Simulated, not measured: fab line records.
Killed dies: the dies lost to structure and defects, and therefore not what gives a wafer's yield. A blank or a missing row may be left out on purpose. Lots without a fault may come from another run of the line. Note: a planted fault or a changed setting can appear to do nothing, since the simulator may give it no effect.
Lot-split experiment + flow n5Finfet + on a route of 1938 steps: 7 lots, 21 wafers read

THE SPLIT
At N5_DUMMY_GATE_COAT_34 (time 60 s, resist thk 60 nm), the setting spinRpm was moved away from the recipe's 1500 rpm on 7 of the 21 wafers read, by -4.3% to +7.0%. For the rest of the wafers, this setting stayed at what the recipe calls for.

FROM THE SPLIT TO THE READING: what the file shows between them, 8 steps
- N5_DUMMY_GATE_COAT_35: time 60 s, resist thk 10 nm
- N5_DUMMY_GATE_COAT_28: time 60 s, resist thk 10 nm
- N5_DUMMY_GATE_ETCH_29: etches underlayer in N2/H2, target depth 13 nm
- N5_DUMMY_GATE_ETCH_36: etches SiARC in CF4, target depth 13 nm
- N5_DUMMY_GATE_ETCH_37: etches SOC in N2/H2, target depth 60 nm, overetch 30 nm
- N5_DUMMY_GATE_STRIP_38: strips in N2/H2
- N5_DUMMY_GATE_STRIP_39: strips in N2/H2
- N5_DUMMY_GATE_STRIP_40: strips in CF4

THE READING
SOC_of_DUMMY_GATE_COAT_34.thkNm (the simulator's own value, which no gauge read), in nm, at N5_DUMMY_GATE_ETCH_31 (etches SiO2 in C4F6/O2, target depth 82.5 nm, time 27.5 s). There is no usual value for it anywhere in the file. Across the 14 wafers here that went through the recipe, the average is 51.9 nm and the standard deviation 0.24 nm.

| wafer  | tool, chamber at the split | spinRpm as run, rpm | against the recipe | SOC_of_DUMMY_GATE_COAT_34.thkNm, nm | against lot-mates on the recipe |
|--------|----------------------------|---------------------|--------------------|-------------------------------------|---------------------------------|
| L074.2 | lithoTrack-01, 0           | 1500                | recipe             | 52                                  | -                               |
| L074.5 | lithoTrack-01, 0           | 1500                | recipe             | 52                                  | -                               |
| L074.4 | lithoTrack-01, 0           | 1599                | +6.6%              | 50                                  | -2.0                            |
| L076.1 | lithoTrack-02, 0           | 1578                | +5.2%              | 50                                  | -1.6                            |
| L076.2 | lithoTrack-02, 0           | 1500                | recipe             | 51.6                                | -                               |
| L076.6 | lithoTrack-02, 0           | 1500                | recipe             | 51.6                                | -                               |
| L077.2 | lithoTrack-05, 0           | 1500                | recipe             | 52                                  | -                               |
| L077.4 | lithoTrack-05, 0           | 1605                | +7.0%              | 50                                  | -1.9                            |
| L077.6 | lithoTrack-05, 0           | 1500                | recipe             | 51.8                                | -                               |
| L082.2 | lithoTrack-05, 0           | 1500                | recipe             | 52.2                                | -                               |
| L082.3 | lithoTrack-05, 0           | 1500                | recipe             | 52.2                                | -                               |
| L082.4 | lithoTrack-05, 0           | 1435                | -4.3%              | 53.4                                | +1.2                            |
| L083.1 | lithoTrack-02, 0           | 1500                | recipe             | 51.6                                | -                               |
| L083.3 | lithoTrack-02, 0           | 1577                | +5.1%              | 50.4                                | -1.2                            |
| L083.4 | lithoTrack-02, 0           | 1577                | +5.1%              | 50.2                                | -1.4                            |
| L090.1 | lithoTrack-01, 0           | 1500                | recipe             | 51.6                                | -                               |
| L090.6 | lithoTrack-01, 0           | 1500                | recipe             | 51.6                                | -                               |
| L090.2 | lithoTrack-01, 0           | 1576                | +5.1%              | 50                                  | -1.6                            |
| L095.1 | lithoTrack-01, 0           | 1500                | recipe             | 52                                  | -                               |
| L095.4 | lithoTrack-01, 0           | 1500                | recipe             | 52                                  | -                               |
| L095.6 | lithoTrack-01, 0           | 1500                | recipe             | 52.2                                | -                               |

FIT RESULTS
A straight line over all 21 wafers: SOC_of_DUMMY_GATE_COAT_34.thkNm changes by -0.314 nm for each +1% of spinRpm; r = -0.97; the points scatter about the line by 0.24 nm.
The same after taking each lot's own level away (the mean of its wafers on the recipe; 21 wafers): -0.283 nm for each +1%; r = -0.99; scatter 0.098 nm.
That fit puts the effect of the largest move of spinRpm on the reading at 2 nm.
The lots' own levels span 51.60 to 52.20 nm, that is 2.5 times the standard deviation above.
So the lot-to-lot level changes the slope: the two fits differ.
Check: for one of the wafers moved furthest among these (+7.0%), held out of the fit, the line's prediction against its lot-mates is -2.01 nm. It came out at -1.9 nm against them.

OTHER SPLITS ON THESE WAFERS
Other splits were also applied to these wafers ahead of the reading. Each is held against what the fit with the lots' levels taken away leaves over:
| other split on the same wafers          | wafers away from the commonest value | r with SOC_of_DUMMY_GATE_COAT_34.thkNm (lot level and that fit taken away) |
|-----------------------------------------|--------------------------------------|----------------------------------------------------------------------------|
| N5_WELL_APT_COAT_02 spinRpm             | 3                                    | +0.00                                                                      |
| N5_WELL_APT_EXPOSE_05 doseMj            | 6                                    | +0.38                                                                      |
| N5_PMOS_HMC_CHANNEL_EPI_HM_DEP_34 timeS | 7                                    | -0.08                                                                      |

THE WHOLE CHAIN: every reading that the file lists as answering this split, in the file's order
| step                  | what it does                                              | reading                                                                          | change (the file's fit)               | r (the file's) |
|-----------------------|-----------------------------------------------------------|----------------------------------------------------------------------------------|---------------------------------------|----------------|
| N5_DUMMY_GATE_COAT_34 | time 60 s, resist thk 60 nm                               | SOC_of_DUMMY_GATE_COAT_34.thkNm (the simulator's own value, which no gauge read) | -0.281 nm for each +1% of the setting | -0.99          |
| N5_DUMMY_GATE_ETCH_37 | etches SOC in N2/H2, target depth 60 nm, overetch 30 nm   | etch.depthNm (the simulator's own value, which no gauge read)                    | -0.282 nm for each +1% of the setting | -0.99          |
| N5_DUMMY_GATE_ETCH_31 | etches SiO2 in C4F6/O2, target depth 82.5 nm, time 27.5 s | SOC_of_DUMMY_GATE_COAT_34.thkNm (the simulator's own value, which no gauge read) | -0.288 nm for each +1% of the setting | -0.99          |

THE FILE'S OWN FIT
SOC_of_DUMMY_GATE_COAT_34.thkNm changes by -0.288 nm for each +1% of spinRpm, r = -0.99.
